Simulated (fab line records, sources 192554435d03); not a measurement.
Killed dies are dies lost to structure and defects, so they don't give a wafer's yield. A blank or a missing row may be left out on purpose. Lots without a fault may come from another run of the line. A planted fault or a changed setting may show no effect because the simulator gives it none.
Chamber matching | flow n5_finfet | N5_SD_EPI_P_ETCH_16 on rie_diel-03: 4 sister chambers
The step etches SiO2 in CHF3/O2, target depth 5 nm. 4 wafers are shown with their chamber, then 7 later ones without.

WAFERS WITH THEIR CHAMBER
wafer  | chamber | throttle_valve_pct (%)
L084.1 | 3       | 19.10
L084.2 | 0       | 18.75
L084.5 | 2       | 19.39
L086.4 | 1       | 18.65

WAFERS WITHOUT THEIR CHAMBER
wafer  | throttle_valve_pct (%)
L086.5 | 19.11
L089.1 | 18.69
L089.2 | 18.74
L089.5 | 18.76
L092.1 | 18.70
L092.3 | 18.76
L092.5 | 18.71

WHICH CHAMBER EACH WENT THROUGH
wafer  | from the rows above     | in truth
L086.5 | 3                       | 3
L089.1 | can't be placed: 1 or 0 | 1
L089.2 | 0                       | 0
L089.5 | 0                       | 0
L092.1 | can't be placed: 0 or 1 | 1
L092.3 | 0                       | 0
L092.5 | can't be placed: 0 or 1 | 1
Placed correctly: 4 of 7. Can't be placed from these rows: 3 (the true chamber is among the candidates in 3). Placed wrongly: 0.
How it was worked out, from the rows above alone: a wafer's distance from a chamber is the root of the sum, over the readings, of the square of ((its reading less the chamber's mean) divided by the reading's scatter). The wafer belongs to the nearest chamber; if the next one is less than 2 further off, it can't be placed. A chamber's mean is the mean of its shown wafers. The scatter: with one shown wafer a chamber, the root of the mean of the squares of how far each hidden wafer lies from its nearest shown one.
